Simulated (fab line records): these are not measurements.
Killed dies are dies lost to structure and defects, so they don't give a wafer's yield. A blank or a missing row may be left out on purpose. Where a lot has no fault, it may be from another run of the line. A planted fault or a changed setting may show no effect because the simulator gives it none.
fab line records	flow n5Finfet	part 1 of 2: steps 1 to 21 of 26
[record] lots = 5	wafers = 15	lastDay = 17
route steps=1938 shown BEOL_M9@1422
lots that met no fault: from a run of the same line without faults
startH: start of the lot's first displayed wafer, in hours after the record's first day	waitH: time in hours since the lot's previous step	" unchanged from the row above	L1.1+2: several wafers, shown together as one row	- value missing, or start not given	* or withheld: withheld	< > ~ a bound
route shown NAME@n: names a module that has steps shown in the file, with the first one's number in the route	usual: mean/standard deviation of fault-free wafers	same: alike in all rows	chamber/n: place in a boat	sites: each site's reading	_std_site: standard deviation of those values	_edge_site: inner sites' mean taken away from outer sites' mean	radiusMm: for every site, how far away it sits from the centre of the wafer	mask NAME#n: copy n	behind: the last tool/chamber to shape the wafer	hold: reason for holding the lot/hours on hold/outcome of the hold	device: the n, p or np transistor that did not switch	end of line: the route-end tests of the same wafers	step lacking rows: just its recipe	killed: not the wafer's yield, but the dies lost to structure and defects at the first sort	map: a wafer's dies, marking killed ones x, the rest . and places with no die _
set.NAME: the setting the step ran with; set.NAME@STEP: the setting that earlier step ran with	model.NAME: the simulator's own value behind a step, which no gauge read
a table for each step, a row for each wafer; lots at some steps of the route
services: when a tool's chamber went out of use (startH, in hours from the record's first day, below 0 if earlier), for how many hours, and the reason
[[steps]]
[step N5_BEOL_M9_HM_OPEN_17]
[recipe] chemistry = Cl2/BCl3	targetDepthA = 200	overetchA = 60	target = TiN	maskMaterial = SOC	ionEnergyEv = 150	pressureMtorr = 10	icpW = 1000	biasW = 126	Cl2_flow_sccm = 53.25	bcl3FlowSccm = 21.75	Ar_flow_sccm = 25
[usual] drypumpMotorCurrentA = 5.6/0.44	oesProductAu = 0.64/0.08	throttleValvePct = 22.08/0.13
lot.wafer	tool	chamber	startH	waitH	drypumpMotorCurrentA	oesProductAu	rfHoursCounterH	throttleValvePct
L082.1	rieMetal-01	0	260.86	0.0	6.0	0.64	62	22.17
L082.4	"	0	"	"	6.0	0.64	-	22.20
L082.5	"	1	"	"	5.2	0.55	-	22.08
L085.1	rieMetal-03	0	268.82	0.0	5.9	0.60	73	22.25
L085.3	"	1	"	"	5.2	0.57	-	22.05
L085.6	"	0	"	"	5.8	0.61	-	22.26
L089.2	rieMetal-03	1	299.27	0.0	5.2	0.57	90	22.07
L089.4	"	1	"	"	5.1	0.57	-	22.07
L089.5	"	1	"	"	5.1	0.57	-	22.06
L097.1	rieMetal-01	0	337.78	0.0	6.0	0.61	72	22.21
L097.4	"	0	"	"	6.0	0.62	-	22.20
L097.5	"	1	"	"	5.2	0.82	-	21.82
L096.1	rieMetal-03	0	352.99	0.0	5.8	0.59	80	22.30
L096.2	"	1	"	"	5.2	0.57	95	22.07
L096.5	"	1	"	"	5.2	0.57	-	22.07
[step N5_BEOL_M9_STRIP_19]
[recipe] chemistry = O2	powerW = 400	tempC = 40	pressureMtorr = 30	rfFrequencyHz = 6e+07	biasPowerW = 0	overashFraction = 0.2	o2FlowSccm = 225
[usual] drypumpMotorCurrentA = 5.7/0.54	oesProductAu = 0.79/0.076	rfVppV = 3.7/0.61	showerheadPlenumPTorr = 2.07/0.065	throttleValvePct = 16.56/0.14
lot.wafer	tool	chamber	startH	waitH	drypumpMotorCurrentA	oesProductAu	rfHoursCounterH	rfVppV	showerheadPlenumPTorr	throttleValvePct
L082.1	rieDiel-01	3	261.19	0.3	4.6	0.80	117	4.5	2.03	16.53
L082.4	"	0	"	"	5.7	0.72	174	2.6	2.18	16.86
L082.5	"	2	"	"	5.0	0.78	-	3.0	2.04	16.50
L085.1	rieDiel-06	3	268.93	0.1	5.9	0.81	82	3.0	2.04	16.46
L085.3	"	2	"	"	5.7	0.67	247	4.1	2.06	16.56
L085.6	"	0	"	"	5.8	0.89	-	3.6	2.06	16.46
L089.2	rieDiel-01	3	299.38	0.1	4.7	0.78	130	3.9	2.02	16.55
L089.4	"	3	"	"	4.7	0.78	-	3.9	2.02	16.57
L089.5	"	1	"	"	5.8	0.72	-	3.6	2.00	16.47
L097.1	rieDiel-02	1	337.89	0.1	6.1	0.87	52	4.0	2.04	16.54
L097.4	"	1	"	"	6.1	0.87	-	3.7	2.04	16.54
L097.5	"	2	"	"	6.0	0.87	-	5.3	2.05	16.70
L096.1	rieDiel-06	1	353.10	0.1	6.6	0.83	97	3.1	2.20	16.67
L096.2	"	3	"	"	5.9	0.78	106	3.5	2.03	16.49
L096.5	"	1	"	"	6.6	0.82	-	4.0	2.20	16.68
[step N5_BEOL_M9_CD_MEAS_18]
[recipe] pitchNm = 140	targetCdNm = 70
[usual] cdNm = 70.3/0.52
lot.wafer	tool	chamber	startH	waitH	cdNm
L082.1	cdSem-01	-	261.26	0.0	70.6
L082.4	"	-	"	"	69.7
L082.5	"	-	"	"	71.0
L085.1	cdSem-01	-	269.00	0.0	69.4
L085.3	"	-	"	"	69.2
L085.6	"	-	"	"	69.5
L089.2	cdSem-01	-	299.46	0.1	69.9
L089.4	"	-	"	"	69.8
L089.5	"	-	"	"	70.0
L097.1	cdSem-02	-	337.96	0.0	70.2
L097.4	"	-	"	"	70.5
L097.5	"	-	"	"	70.1
L096.1	cdSem-02	-	353.17	0.0	69.4
L096.2	"	-	"	"	70.0
L096.5	"	-	"	"	69.5
[step N5_BEOL_M9_COAT_63]
[recipe] resist = SOC	tempC = 250	timeS = 60	spinRpm = 1500	resistThkNm = 60
[usual] dispensePressureKPa = 45.0/1.1
lot.wafer	tool	chamber	startH	waitH	dispensePressureKPa
L082.1	lithoTrack-05	0	261.30	0.0	46.1
L082.4	"	0	"	"	46.1
L082.5	"	0	"	"	46.1
L085.1	lithoTrack-01	0	270.48	1.5	45.7
L085.3	"	0	"	"	45.7
L085.6	"	0	"	"	45.7
L089.2	lithoTrack-03	0	299.49	0.0	43.5
L089.4	"	0	"	"	43.5
L089.5	"	0	"	"	43.5
L097.1	lithoTrack-03	0	338.25	0.3	43.5
L097.4	"	0	"	"	43.5
L097.5	"	0	"	"	43.5
L096.1	lithoTrack-01	0	354.72	1.6	45.8
L096.2	"	0	"	"	45.7
L096.5	"	0	"	"	45.8
[step N5_BEOL_M9_COAT_64]
[recipe] resist = SiARC	tempC = 220	timeS = 60	spinRpm = 1500	resistThkNm = 12
[usual] dispensePressureKPa = 45.0/1.1
lot.wafer	tool	chamber	startH	waitH	dispensePressureKPa
L082.1	lithoTrack-05	0	-	-	46.0
L082.4	"	0	"	"	46.1
L082.5	"	0	"	"	46.1
L085.1	lithoTrack-01	0	-	-	45.7
L085.3	"	0	"	"	45.7
L085.6	"	0	"	"	45.7
L089.2	lithoTrack-03	0	-	-	43.5
L089.4	"	0	"	"	43.5
L089.5	"	0	"	"	43.5
L097.1	lithoTrack-03	0	-	-	43.6
L097.4	"	0	"	"	43.5
L097.5	"	0	"	"	43.5
L096.1	lithoTrack-01	0	-	-	45.7
L096.2	"	0	"	"	45.7
L096.5	"	0	"	"	45.7
[step N5_BEOL_M9_COAT_75]
[recipe] resist = underlayer	tempC = 205	timeS = 60	spinRpm = 1500	resistThkNm = 5
[usual] dispensePressureKPa = 45.0/1.1
lot.wafer	tool	chamber	startH	waitH	dispensePressureKPa
L082.1	lithoTrack-05	0	-	-	46.1
L082.4	"	0	"	"	46.0
L082.5	"	0	"	"	46.1
L085.1	lithoTrack-01	0	-	-	45.7
L085.3	"	0	"	"	45.7
L085.6	"	0	"	"	45.7
L089.2	lithoTrack-03	0	-	-	43.6
L089.4	"	0	"	"	43.5
L089.5	"	0	"	"	43.4
L097.1	lithoTrack-03	0	-	-	43.5
L097.4	"	0	"	"	43.5
L097.5	"	0	"	"	43.6
L096.1	lithoTrack-01	0	-	-	45.7
L096.2	"	0	"	"	45.7
L096.5	"	0	"	"	45.7
[step N5_BEOL_M9_COAT_22]
[recipe] resist = CAR-EUV	spinRpm = 1500	resistThkNm = 30
[usual] dispensePressureKPa = 45.0/1.1
lot.wafer	tool	chamber	startH	waitH	dispensePressureKPa
L082.1	lithoTrack-05	0	-	-	46.2
L082.4	"	0	"	"	46.1
L082.5	"	0	"	"	46.1
L085.1	lithoTrack-01	0	-	-	45.8
L085.3	"	0	"	"	45.8
L085.6	"	0	"	"	45.8
L089.2	lithoTrack-03	0	-	-	43.6
L089.4	"	0	"	"	43.5
L089.5	"	0	"	"	43.6
L097.1	lithoTrack-03	0	-	-	43.6
L097.4	"	0	"	"	43.5
L097.5	"	0	"	"	43.6
L096.1	lithoTrack-01	0	-	-	45.8
L096.2	"	0	"	"	45.8
L096.5	"	0	"	"	45.8
[step N5_BEOL_M9_EBR_24]
[recipe] solvent = PGMEA	ebrWidthMm = 1.5
lot.wafer	tool	chamber	startH	waitH
L082.1+4+5	lithoTrack-05	0	-	-
L085.1+3+6	lithoTrack-01	0	-	-
L089.2+4+5	lithoTrack-03	0	-	-
L097.1+4+5	lithoTrack-03	0	-	-
L096.1+2+5	lithoTrack-01	0	-	-
[step N5_BEOL_M9_SOFTBAKE_23]
[recipe] tempC = 110	timeS = 60	resist = CAR-EUV
lot.wafer	tool	chamber	startH	waitH
L082.1+4+5	lithoTrack-05	0	-	-
L085.1+3+6	lithoTrack-01	0	-	-
L089.2+4+5	lithoTrack-03	0	-	-
L097.1+4+5	lithoTrack-03	0	-	-
L096.1+2+5	lithoTrack-01	0	-	-
[step N5_BEOL_M9_EXPOSE_25]
[recipe] maskId = V8	na = 0.33	sourceShape = annular	sigmaInner = 0.4	sigmaOuter = 0.8	polarization = unpolarized	doseMj = 37.25
[usual] exposureDoseMJCm2 = 37.15/0.036	stageMsdNm = 0.873/0.0054
lot.wafer	tool	chamber	startH	waitH	mask	exposureDoseMJCm2	stageMsdNm
L082.1	euvScanner-01	0	261.44	-	V8#0	37.10	0.882
L082.4	"	0	"	"	V8#0	37.12	0.881
L082.5	"	0	"	"	V8#0	37.15	0.880
L085.1	euvScanner-01	0	270.74	-	V8#0	37.13	0.884
L085.3	"	0	"	"	V8#0	37.10	0.879
L085.6	"	0	"	"	V8#0	37.11	0.880
L089.2	euvScanner-01	0	299.76	-	V8#0	37.19	0.877
L089.4	"	0	"	"	V8#0	37.16	0.873
L089.5	"	0	"	"	V8#0	37.13	0.876
L097.1	euvScanner-02	0	338.55	-	V8#0	37.12	0.883
L097.4	"	0	"	"	V8#0	37.08	0.884
L097.5	"	0	"	"	V8#0	37.08	0.882
L096.1	euvScanner-01	0	354.86	-	V8#0	37.14	0.867
L096.2	"	0	"	"	V8#0	37.14	0.864
L096.5	"	0	"	"	V8#0	37.11	0.868
[step N5_BEOL_M9_PEB_26]
[recipe] pebTempC = 100	pebTimeS = 60	resist = CAR-EUV
lot.wafer	tool	chamber	startH	waitH
L082.1+4+5	lithoTrack-03	0	261.50	0.1
L085.1+3+6	lithoTrack-03	0	270.80	0.1
L089.2+4+5	lithoTrack-01	0	299.81	0.0
L097.1+4+5	lithoTrack-05	0	338.61	0.1
L096.1+2+5	lithoTrack-01	0	354.92	0.1
[step N5_BEOL_M9_DEVELOP_27]
[recipe] developTimeS = 30	developer = TMAH	resist = CAR-EUV	rinseLiquid = surfactantRinse	dry = airSpin	devTempC = 23
[usual] developerTempC = 22.99/0.091
lot.wafer	tool	chamber	startH	waitH	developerTempC
L082.1	lithoTrack-03	0	-	-	23.10
L082.4	"	0	"	"	23.17
L082.5	"	0	"	"	22.98
L085.1	lithoTrack-03	0	-	-	23.01
L085.3	"	0	"	"	23.13
L085.6	"	0	"	"	22.97
L089.2	lithoTrack-01	0	-	-	22.95
L089.4	"	0	"	"	22.98
L089.5	"	0	"	"	22.79
L097.1	lithoTrack-05	0	-	-	22.92
L097.4	"	0	"	"	23.05
L097.5	"	0	"	"	22.97
L096.1	lithoTrack-01	0	-	-	22.97
L096.2	"	0	"	"	23.06
L096.5	"	0	"	"	23.12
[step N5_BEOL_M9_CD_MEAS_28]
[recipe] targetCdNm = 70	landingEnergyEv = 500	detector = seInlens	polarity = opening
[usual] cdNm = 70.01/0.22
[same] landingEnergyEv = 500
lot.wafer	tool	chamber	startH	waitH	cdNm
L082.1	cdSem-01	0	261.56	-	69.99
L082.4	"	0	"	"	70.22
L082.5	"	0	"	"	70.35
L085.1	cdSem-02	0	270.87	-	70.14
L085.3	"	0	"	"	69.90
L085.6	"	0	"	"	69.68
L089.2	cdSem-01	0	299.88	-	69.85
L089.4	"	0	"	"	70.08
L089.5	"	0	"	"	69.94
L097.1	cdSem-01	0	338.68	-	69.95
L097.4	"	0	"	"	70.00
L097.5	"	0	"	"	69.76
L096.1	cdSem-03	0	354.99	-	69.75
L096.2	"	0	"	"	69.88
L096.5	"	0	"	"	69.77
[step N5_BEOL_M9_OVL_MEAS_29]
[recipe] pointsPerWafer = 522
[usual] V8_OVL = 0.0/0.68
[same] pointsPerWafer = 522
lot.wafer	tool	chamber	startH	waitH	V8_OVL[nm]
L082.1	overlay-02	0	261.60	0.0	0.9
L082.4	"	0	"	"	1.4
L082.5	"	0	"	"	0.0
L085.1	overlay-02	0	270.90	0.0	-0.4
L085.3	"	0	"	"	-1.6
L085.6	"	0	"	"	-0.4
L089.2	overlay-02	0	299.92	0.0	0.4
L089.4	"	0	"	"	0.7
L089.5	"	0	"	"	0.8
L097.1	overlay-02	0	338.71	0.0	-0.5
L097.4	"	0	"	"	-0.2
L097.5	"	0	"	"	-0.1
L096.1	overlay-02	0	355.02	0.0	-1.0
L096.2	"	0	"	"	-0.2
L096.5	"	0	"	"	-0.2
[step N5_BEOL_M9_INSPECT_30]
[recipe] mode = adi	inspectInstrument = brightfield
[usual] rawDefectCount = 462/120
lot.wafer	tool	chamber	startH	waitH	rawDefectCount
L082.1	defectInspect-01	-	261.65	0.1	376
L082.4	"	-	"	"	354
L082.5	"	-	"	"	529
L085.1	defectInspect-01	-	270.96	0.1	692
L085.3	"	-	"	"	353
L085.6	"	-	"	"	410
L089.2	defectInspect-02	-	299.97	0.0	232
L089.4	"	-	"	"	261
L089.5	"	-	"	"	266
L097.1	defectInspect-02	-	338.77	0.1	422
L097.4	"	-	"	"	492
L097.5	"	-	"	"	677
L096.1	defectInspect-01	-	355.07	0.1	599
L096.2	"	-	"	"	541
L096.5	"	-	"	"	433
[step N5_BEOL_M9_DESCUM_33]
[recipe] chemistry = O2	timeS = 7	sourcePowerW = 50	biasPowerW = 20	pressureMtorr = 20	rfFrequencyHz = 2.712e+07	tempC = 40	resist = CAR-EUV	o2FlowSccm = 225
[usual] drypumpMotorCurrentA = 5.6/0.52	oesProductAu = 0.79/0.086	rfVppV = 242.7/1.3	showerheadPlenumPTorr = 2.06/0.061	throttleValvePct = 20.36/0.15
lot.wafer	tool	chamber	startH	waitH	drypumpMotorCurrentA	oesProductAu	rfHoursCounterH	rfVppV	showerheadPlenumPTorr	throttleValvePct
L082.1	rieDiel-01	2	261.69	0.0	5.0	0.79	100	241.5	2.04	20.28
L082.4	"	1	"	"	5.8	0.74	175	243.7	2.00	20.15
L082.5	"	0	"	"	5.8	0.72	-	244.5	2.17	20.61
L085.1	rieDiel-01	2	270.99	0.0	4.9	0.79	103	241.1	2.03	20.28
L085.3	"	1	"	"	5.8	0.73	178	241.2	2.00	20.15
L085.6	"	0	"	"	5.8	0.73	-	244.1	2.17	20.61
L089.2	rieDiel-02	2	300.00	0.0	6.0	0.88	51	241.3	2.05	20.48
L089.4	"	3	"	"	5.6	0.67	-	244.9	2.15	20.49
L089.5	"	1	"	"	6.1	0.90	-	242.5	2.04	20.32
L097.1	rieDiel-02	2	339.06	0.3	6.0	0.87	62	242.8	2.04	20.52
L097.4	"	0	"	"	5.9	0.97	-	243.8	2.05	20.13
L097.5	"	2	"	"	6.0	0.87	-	242.2	2.04	20.50
L096.1	rieDiel-01	1	355.11	0.0	5.8	0.71	206	242.3	1.99	20.21
L096.2	"	0	"	"	5.8	0.71	206	244.5	2.16	20.65
L096.5	"	2	"	"	5.0	0.76	-	241.9	2.03	20.33
[step N5_BEOL_M9_ETCH_76]
[recipe] chemistry = N2/H2	target = underlayer	targetDepthA = 65	maskMaterial = CAR-EUV	timeS = 5.2	ionEnergyEv = 200	pressureMtorr = 30	sourceW = 840	biasW = 150	n2FlowSccm = 200	h2FlowSccm = 200	ends = cleared
[usual] drypumpMotorCurrentA = 5.6/0.52	etchRfOnTimeS = 5.20/0.072	n2FlowSccm = 200.0/0.63	oesProductAu = 0.67/0.071	rfVppV = 522.9/2.5	showerheadPlenumPTorr = 2.50/0.076	throttleValvePct = 17.79/0.2
lot.wafer	tool	chamber	startH	waitH	drypumpMotorCurrentA	etchRfOnTimeS	n2FlowSccm	oesProductAu	rfHoursCounterH	rfVppV	showerheadPlenumPTorr	throttleValvePct
L082.1	rieDiel-01	2	261.72	0.0	4.9	5.19	199.5	0.67	100	522.2	2.47	17.72
L082.4	"	1	"	"	5.8	5.27	200.5	0.63	175	520.2	2.43	17.64
L082.5	"	0	"	"	5.8	5.35	199.9	0.62	-	526.9	2.64	18.15
L085.1	rieDiel-01	2	271.03	0.0	4.9	5.12	200.4	0.67	103	521.7	2.47	17.73
L085.3	"	1	"	"	5.8	5.24	200.6	0.62	178	518.4	2.43	17.63
L085.6	"	0	"	"	5.7	5.30	199.3	0.61	-	526.1	2.64	18.17
L089.2	rieDiel-02	2	300.04	0.0	6.0	5.18	199.9	0.75	51	522.1	2.47	17.76
L089.4	"	3	"	"	5.6	5.34	200.3	0.56	-	524.0	2.62	18.07
L089.5	"	1	"	"	6.1	5.19	198.7	0.75	-	520.9	2.47	17.65
L097.1	rieDiel-02	2	339.09	0.0	6.0	5.18	200.4	0.73	62	524.3	2.47	17.75
L097.4	"	0	"	"	5.9	5.07	201.0	0.82	-	523.3	2.50	17.55
L097.5	"	2	"	"	6.0	5.11	199.7	0.74	-	523.1	2.47	17.79
L096.1	rieDiel-01	1	355.14	0.0	5.8	5.21	201.4	0.61	206	520.1	2.42	17.66
L096.2	"	0	"	"	5.7	5.22	199.8	0.59	206	525.9	2.63	18.22
L096.5	"	2	"	"	5.0	5.18	199.5	0.65	-	522.1	2.45	17.77
[step N5_BEOL_M9_ETCH_65]
[recipe] chemistry = CF4	target = SiARC	targetDepthA = 156	maskMaterial = CAR-EUV	timeS = 26	ionEnergyEv = 80	pressureMtorr = 40	sourceW = 545	biasW = 36	Ar_flow_sccm = 100	cf4FlowSccm = 100	ends = cleared
[usual] drypumpMotorCurrentA = 5.6/0.52	etchRfOnTimeS = 26.0/0.34	oesProductAu = 0.68/0.072	rfVppV = 183.6/1.2	showerheadPlenumPTorr = 2.11/0.062	throttleValvePct = 15.53/0.17
lot.wafer	tool	chamber	startH	waitH	drypumpMotorCurrentA	etchRfOnTimeS	oesProductAu	rfHoursCounterH	rfVppV	showerheadPlenumPTorr	throttleValvePct
L082.1	rieDiel-01	2	261.74	0.0	4.9	25.9	0.67	100	183.6	2.08	15.41
L082.4	"	1	"	"	5.8	26.5	0.62	175	183.5	2.05	15.40
L082.5	"	0	"	"	5.8	26.7	0.61	-	185.4	2.22	15.83
L085.1	rieDiel-01	2	271.04	0.0	5.0	25.9	0.67	103	183.5	2.08	15.40
L085.3	"	1	"	"	5.8	26.0	0.62	178	182.6	2.05	15.39
L085.6	"	0	"	"	5.7	26.4	0.62	-	184.9	2.22	15.81
L089.2	rieDiel-02	2	300.06	0.0	6.0	25.8	0.75	51	183.2	2.09	15.55
L089.4	"	3	"	"	5.6	26.4	0.57	-	183.9	2.19	15.72
L089.5	"	1	"	"	6.0	25.7	0.75	-	184.0	2.09	15.46
L097.1	rieDiel-02	2	339.11	0.0	6.0	26.0	0.73	62	183.9	2.09	15.57
L097.4	"	0	"	"	5.9	25.8	0.83	-	182.4	2.10	15.29
L097.5	"	2	"	"	6.0	26.1	0.74	-	183.9	2.09	15.57
L096.1	rieDiel-01	1	355.16	0.0	5.8	26.0	0.61	206	183.7	2.04	15.45
L096.2	"	0	"	"	5.7	26.4	0.60	206	184.8	2.21	15.88
L096.5	"	2	"	"	4.9	25.6	0.66	-	182.2	2.07	15.44
[step N5_BEOL_M9_ETCH_66]
[recipe] chemistry = N2/H2	target = SOC	targetDepthA = 800	overetchA = 160	maskMaterial = SiARC	tempC = 40	timeS = 120	ionEnergyEv = 200	pressureMtorr = 30	sourceW = 840	biasW = 150	n2FlowSccm = 200	h2FlowSccm = 200
[usual] drypumpMotorCurrentA = 5.6/0.52	n2FlowSccm = 199.9/0.54	oesProductAu = 0.61/0.061	rfVppV = 522.9/2.1	showerheadPlenumPTorr = 2.50/0.076	throttleValvePct = 17.75/0.2
lot.wafer	tool	chamber	startH	waitH	drypumpMotorCurrentA	n2FlowSccm	oesProductAu	rfHoursCounterH	rfVppV	showerheadPlenumPTorr	throttleValvePct
L082.1	rieDiel-01	2	261.77	0.0	5.0	200.2	0.60	100	521.0	2.47	17.68
L082.4	"	1	"	"	5.8	199.5	0.56	175	520.5	2.43	17.59
L082.5	"	0	"	"	5.7	199.4	0.56	-	526.6	2.64	18.12
L085.1	rieDiel-01	2	271.07	0.0	5.0	200.4	0.59	103	521.1	2.46	17.67
L085.3	"	1	"	"	5.8	199.4	0.56	178	520.8	2.43	17.59
L085.6	"	0	"	"	5.8	199.8	0.55	-	527.3	2.64	18.14
L089.2	rieDiel-02	2	300.08	0.0	6.0	199.0	0.67	51	522.1	2.47	17.72
L089.4	"	3	"	"	5.6	199.4	0.51	-	524.8	2.62	18.02
L089.5	"	1	"	"	6.0	199.9	0.67	-	521.6	2.47	17.59
L097.1	rieDiel-02	2	339.14	0.0	6.0	199.2	0.66	62	522.3	2.47	17.75
L097.4	"	0	"	"	5.9	200.2	0.74	-	524.3	2.50	17.50
L097.5	"	2	"	"	6.0	200.3	0.65	-	523.5	2.47	17.75
L096.1	rieDiel-01	1	355.19	0.0	5.8	199.8	0.55	206	519.9	2.42	17.65
L096.2	"	0	"	"	5.8	198.9	0.54	206	526.2	2.63	18.16
L096.5	"	2	"	"	5.0	199.9	0.59	-	520.8	2.46	17.72
[step N5_BEOL_M9_STRIP_69]
[recipe] chemistry = N2/H2	tempC = 40	n2FlowSccm = 200	h2FlowSccm = 200	rfFrequencyHz = 6e+07
lot.wafer	tool	chamber	startH	waitH
L082.1+4+5	rieDiel-01	2,1,0	261.85	0.0
L085.1+3+6	rieDiel-01	2,1,0	271.15	0.0
L089.2+4+5	rieDiel-02	2,3,1	300.16	0.0
L097.1+4+5	rieDiel-02	2,0,2	339.22	0.0
L096.1+2+5	rieDiel-01	1,0,2	355.27	0.0
[step N5_BEOL_M9_STRIP_77]
[recipe] chemistry = N2/H2	tempC = 40	n2FlowSccm = 200	h2FlowSccm = 200	rfFrequencyHz = 6e+07
lot.wafer	tool	chamber	startH	waitH
L082.1+4+5	rieDiel-01	2,1,0	261.86	0.0
L085.1+3+6	rieDiel-01	2,1,0	271.16	0.0
L089.2+4+5	rieDiel-02	2,3,1	300.17	0.0
L097.1+4+5	rieDiel-02	2,0,2	339.23	0.0
L096.1+2+5	rieDiel-01	1,0,2	355.28	0.0
